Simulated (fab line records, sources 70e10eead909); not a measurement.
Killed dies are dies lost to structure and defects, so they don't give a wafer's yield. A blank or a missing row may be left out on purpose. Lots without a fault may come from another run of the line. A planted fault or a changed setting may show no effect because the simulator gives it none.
A struck lot beside a sound one | flow nand_harc | 17 steps out of a route of 1302
Sound: wafers L277.4, L277.5, L277.6. Struck: wafers L270.3, L270.5, L270.6. The cause comes at the end.
At each step with rows: each side's tool, then ch and its chambers, then its first start. Under that, the readings that differ: sound wafers | struck wafers | difference of the means | sigmas: that difference in standard deviations of wafers without a fault.
alike: readings whose means differ by less than 2 such deviations, and words and numbers that are the same on both sides. not compared: withheld readings, readings that some wafer has no value for, bounds like >300 that may hide the same value, and numbers for which the record gives no deviation and whose values overlap.
The two part at a step that has a row with sigmas, a row that says differs or no value, or rows on one side only. Numbers that don't overlap but have no deviation are shown without sigmas and don't part them. A reading that every wafer of one side lacks parts them only if that side has two wafers or more.

NHARC_P_ZERO_WELL_CD_MEAS_11: target cd 500 nm.
  sound on cd_sem-03 ch 0, day 7 07:15; struck on cd_sem-02 ch 0, day 4 09:16
  alike: cd_nm
then, 1 step without rows for these wafers: NHARC_P_ZERO_WELL_HARDBAKE_12 (time 65 s).
NHARC_P_ZERO_WELL_DESCUM_13: chemistry O2, time 3 s.
  sound on rie_diel-06 ch 0,2,3, day 7 07:25; struck on rie_diel-07 ch 0,3, day 4 09:25
  reading               | sound             | struck            | difference | sigmas
  oes_product_au (a.u.) | 1.008 1.005 1.019 | 0.989 0.984 0.986 | -0.024     | -3
  alike: drypump_motor_current_A, mfc_ar_sccm, rf_vpp_V, showerhead_plenum_p_Torr, throttle_valve_pct
  not compared: rf_hours_counter_h
NHARC_P_ZERO_WELL_ETCH_65: etches the open film in N2/H2, target depth 80 nm, overetch 24 nm, time 87.88 s.
  sound on rie_diel-06 ch 1,2, day 7 07:29; struck on rie_diel-07 ch 1,2,3, day 4 09:31
  alike: drypump_motor_current_A, mfc_ar_sccm, oes_product_au, rf_vpp_V, showerhead_plenum_p_Torr, throttle_valve_pct
  not compared: rf_hours_counter_h
NHARC_P_ZERO_WELL_ETCH_62: etches the open film in CHF3/Ar, target depth 13 nm, time 6.5 s.
  sound on rie_diel-06 ch 0,1,2; struck on rie_diel-07 ch 0,2,3
  reading               | sound             | struck            | difference | sigmas
  oes_product_au (a.u.) | 0.979 0.986 0.984 | 0.940 0.933 0.964 | -0.037     | -2
  alike: drypump_motor_current_A, mfc_ar_sccm, rf_vpp_V, showerhead_plenum_p_Torr, throttle_valve_pct
  not compared: rf_hours_counter_h
NHARC_P_ZERO_WELL_ETCH_63: etches the open film in HBr/Cl2, target depth 120 nm, time 40.1 s.
  sound on rie_si-02 ch 1,2, day 7 07:41; struck on rie_si-03 ch 0,1, day 4 09:43
  alike: drypump_motor_current_A, oes_product_au, throttle_valve_pct
  not compared: rf_hours_counter_h
then, 6 steps without rows for these wafers: NHARC_P_ZERO_WELL_STRIP_15 (strips in SPM, time 900 s); NHARC_P_ZERO_WELL_DEHYDRATE_16 (time 120 s); NHARC_P_ZERO_WELL_HMDS_17 (time 30 s); NHARC_P_ZERO_WELL_COAT_18; NHARC_P_ZERO_WELL_SOFTBAKE_19 (time 95 s); NHARC_P_ZERO_WELL_EBR_20.
NHARC_P_ZERO_WELL_EXPOSE_21: exposes mask P NWELL, target cd 720 nm.
  sound on krf_scanner-01 ch 0, day 7 08:28; struck on krf_scanner-02 ch 0, day 4 10:29
  reading | sound                         | struck                     | difference | sigmas
  mask    | P_NWELL#0 P_NWELL#0 P_NWELL#0 | P_HVPW#0 P_HVPW#0 P_HVPW#0 | differs    |
  alike: exposure_dose_mJ_cm2
then, 2 steps without rows for these wafers: NHARC_P_ZERO_WELL_PEB_22 (peb time 85 s); NHARC_P_ZERO_WELL_DEVELOP_23 (time 70 s).
NHARC_P_ZERO_WELL_CD_MEAS_24: target cd 720 nm.
  sound on cd_sem-01 ch 0, day 7 08:37; struck on cd_sem-01 ch 0, day 4 10:38
  reading    | sound             | struck | difference                    | sigmas
  cd_nm (nm) | 721.0 717.5 719.8 | - - -  | no value on the struck wafers |
then, 1 step without rows for these wafers: NHARC_P_ZERO_WELL_HARDBAKE_25 (time 80 s).

WHERE THEY PART
First at NHARC_P_ZERO_WELL_DESCUM_13; last, within this record, at NHARC_P_ZERO_WELL_CD_MEAS_24.

WHY: what the simulator had put in
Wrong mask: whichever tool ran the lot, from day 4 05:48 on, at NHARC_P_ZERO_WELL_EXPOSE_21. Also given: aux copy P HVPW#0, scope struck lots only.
